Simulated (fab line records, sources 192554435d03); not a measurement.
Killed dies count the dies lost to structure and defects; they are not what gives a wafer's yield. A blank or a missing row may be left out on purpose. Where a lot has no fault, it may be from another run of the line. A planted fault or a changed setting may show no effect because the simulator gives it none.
Split-lot study :: flow n5 finfet :: 21 wafers read across 7 lots, on a route 1938 steps long

== SPLIT DETAILS ==
At N5_BEOL_M0_SAQP_COAT_81 (time 60 s, resist thk 100 nm), the setting spin rpm was moved away from the recipe's 1500 rpm on 8 of the 21 wafers read, by -11.1% to -7.9%. The other wafers ran this setting at the recipe's value.

== FROM THE SPLIT TO THE READING: what the file shows between them, 8 steps ==
- N5_BEOL_M0_SAQP_COAT_82: time 60 s, resist thk 30 nm
- N5_BEOL_M0_SAQP_COAT_08: resist thk 90 nm
- N5_BEOL_M0_SAQP_DESCUM_19: chemistry O2, time 7.9 s
- N5_BEOL_M0_SAQP_ETCH_83: etches SiARC in CF4, target depth 39 nm, time 65 s
- N5_BEOL_M0_SAQP_ETCH_84: etches SOC in N2/H2, target depth 100 nm, overetch 20 nm, time 150 s
- N5_BEOL_M0_SAQP_STRIP_80: strips in N2/H2
- N5_BEOL_M0_SAQP_HM_OPEN_112: chemistry CHF3/O2, target SiO2, stops on a-Si, target depth 12 nm, time 13.5 s
- N5_BEOL_M0_SAQP_STRIP_113: strips in CHF3/O2

== THE READING ==
SOC_of_BEOL_M0_SAQP_COAT_81.thk nm (the simulator's own value, which no gauge read), in nm, at N5_BEOL_M0_SAQP_MANDREL_ETCH_20 (etches a-Si in HBr/Cl2, stops on SiNx, target depth 60 nm, bt time 10 s, time 30 s). The file does not state a usual value for it. The 13 wafers here that ran the recipe average 76.0 nm, standard deviation 0.64 nm.

wafer: L077.2
tool, chamber at the split: litho track-03, 0
spin rpm as run, rpm: 1365
against the recipe: -9.0%
SOC_of_BEOL_M0_SAQP_COAT_81.thk nm, nm: 80.4
against lot-mates on the recipe: +4.7

wafer: L077.3
tool, chamber at the split: litho track-03, 0
spin rpm as run, rpm: 1500
against the recipe: recipe
SOC_of_BEOL_M0_SAQP_COAT_81.thk nm, nm: 75.6
against lot-mates on the recipe: -

wafer: L077.5
tool, chamber at the split: litho track-03, 0
spin rpm as run, rpm: 1500
against the recipe: recipe
SOC_of_BEOL_M0_SAQP_COAT_81.thk nm, nm: 75.8
against lot-mates on the recipe: -

wafer: L078.2
tool, chamber at the split: litho track-02, 0
spin rpm as run, rpm: 1334
against the recipe: -11.1%
SOC_of_BEOL_M0_SAQP_COAT_81.thk nm, nm: 82.8
against lot-mates on the recipe: +5.8

wafer: L078.5
tool, chamber at the split: litho track-02, 0
spin rpm as run, rpm: 1334
against the recipe: -11.1%
SOC_of_BEOL_M0_SAQP_COAT_81.thk nm, nm: 82.8
against lot-mates on the recipe: +5.8

wafer: L078.3
tool, chamber at the split: litho track-02, 0
spin rpm as run, rpm: 1500
against the recipe: recipe
SOC_of_BEOL_M0_SAQP_COAT_81.thk nm, nm: 77
against lot-mates on the recipe: -

wafer: L079.3
tool, chamber at the split: litho track-04, 0
spin rpm as run, rpm: 1500
against the recipe: recipe
SOC_of_BEOL_M0_SAQP_COAT_81.thk nm, nm: 75.4
against lot-mates on the recipe: -

wafer: L079.4
tool, chamber at the split: litho track-04, 0
spin rpm as run, rpm: 1500
against the recipe: recipe
SOC_of_BEOL_M0_SAQP_COAT_81.thk nm, nm: 75.4
against lot-mates on the recipe: -

wafer: L079.6
tool, chamber at the split: litho track-04, 0
spin rpm as run, rpm: 1500
against the recipe: recipe
SOC_of_BEOL_M0_SAQP_COAT_81.thk nm, nm: 74.8
against lot-mates on the recipe: -

wafer: L080.2
tool, chamber at the split: litho track-02, 0
spin rpm as run, rpm: 1500
against the recipe: recipe
SOC_of_BEOL_M0_SAQP_COAT_81.thk nm, nm: 76.4
against lot-mates on the recipe: -

wafer: L080.3
tool, chamber at the split: litho track-02, 0
spin rpm as run, rpm: 1500
against the recipe: recipe
SOC_of_BEOL_M0_SAQP_COAT_81.thk nm, nm: 76
against lot-mates on the recipe: -

wafer: L080.4
tool, chamber at the split: litho track-02, 0
spin rpm as run, rpm: 1500
against the recipe: recipe
SOC_of_BEOL_M0_SAQP_COAT_81.thk nm, nm: 76.6
against lot-mates on the recipe: -

wafer: L086.1
tool, chamber at the split: litho track-02, 0
spin rpm as run, rpm: 1500
against the recipe: recipe
SOC_of_BEOL_M0_SAQP_COAT_81.thk nm, nm: 76.6
against lot-mates on the recipe: -

wafer: L086.2
tool, chamber at the split: litho track-02, 0
spin rpm as run, rpm: 1500
against the recipe: recipe
SOC_of_BEOL_M0_SAQP_COAT_81.thk nm, nm: 76.8
against lot-mates on the recipe: -

wafer: L086.3
tool, chamber at the split: litho track-02, 0
spin rpm as run, rpm: 1500
against the recipe: recipe
SOC_of_BEOL_M0_SAQP_COAT_81.thk nm, nm: 75.8
against lot-mates on the recipe: -

wafer: L090.3
tool, chamber at the split: litho track-02, 0
spin rpm as run, rpm: 1344
against the recipe: -10.4%
SOC_of_BEOL_M0_SAQP_COAT_81.thk nm, nm: 81.6
against lot-mates on the recipe: +6.2

wafer: L090.5
tool, chamber at the split: litho track-02, 0
spin rpm as run, rpm: 1344
against the recipe: -10.4%
SOC_of_BEOL_M0_SAQP_COAT_81.thk nm, nm: 81.6
against lot-mates on the recipe: +6.2

wafer: L090.6
tool, chamber at the split: litho track-02, 0
spin rpm as run, rpm: 1500
against the recipe: recipe
SOC_of_BEOL_M0_SAQP_COAT_81.thk nm, nm: 75.4
against lot-mates on the recipe: -

wafer: L091.1
tool, chamber at the split: litho track-04, 0
spin rpm as run, rpm: 1382
against the recipe: -7.9%
SOC_of_BEOL_M0_SAQP_COAT_81.thk nm, nm: 80.6
against lot-mates on the recipe: no lot-mate on the recipe

wafer: L091.4
tool, chamber at the split: litho track-04, 0
spin rpm as run, rpm: 1382
against the recipe: -7.9%
SOC_of_BEOL_M0_SAQP_COAT_81.thk nm, nm: 80.6
against lot-mates on the recipe: no lot-mate on the recipe

wafer: L091.6
tool, chamber at the split: litho track-04, 0
spin rpm as run, rpm: 1382
against the recipe: -7.9%
SOC_of_BEOL_M0_SAQP_COAT_81.thk nm, nm: 81
against lot-mates on the recipe: no lot-mate on the recipe

THE FIT
A straight line over all 21 wafers: SOC_of_BEOL_M0_SAQP_COAT_81.thk nm changes by -0.578 nm for each +1% of spin rpm; r = -0.98; the points scatter about the line by 0.6 nm.
The same after taking each lot's own level away (the mean of its wafers on the recipe; 18 wafers): -0.553 nm for each +1%; r = -0.99; scatter 0.33 nm.
According to that fit, moving spin rpm by its largest amount changes the reading by 6.1 nm.
The lots' own levels span 75.20 to 77.00 nm, that is 2.8 times the standard deviation above.
So the lot-to-lot level changes the slope little: the two slopes agree.
Check: with one of the wafers moved furthest among these (-11.1%) left out of the fit, the line predicts +6.21 nm for it against its lot-mates. It came out at +5.8 nm against them.

== THE WHOLE CHAIN: every reading that the file lists as answering this split, in the file's order ==
step: N5_BEOL_M0_SAQP_COAT_81
what it does: time 60 s, resist thk 100 nm
reading: SOC_of_BEOL_M0_SAQP_COAT_81.thk nm (the simulator's own value, which no gauge read)
change (the file's fit): -0.533 nm for each +1% of the setting
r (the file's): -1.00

step: N5_BEOL_M0_SAQP_ETCH_84
what it does: etches SOC in N2/H2, target depth 100 nm, overetch 20 nm, time 150 s
reading: etch.depth nm (the simulator's own value, which no gauge read)
change (the file's fit): -0.53 nm for each +1% of the setting
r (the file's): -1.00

step: N5_BEOL_M0_SAQP_MANDREL_ETCH_20
what it does: etches a-Si in HBr/Cl2, stops on SiNx, target depth 60 nm, bt time 10 s, time 30 s
reading: SOC_of_BEOL_M0_SAQP_COAT_81.thk nm (the simulator's own value, which no gauge read)
change (the file's fit): -0.549 nm for each +1% of the setting
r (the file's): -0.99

== FILE'S OWN FIT ==
SOC_of_BEOL_M0_SAQP_COAT_81.thk nm changes by -0.549 nm for each +1% of spin rpm, r = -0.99.
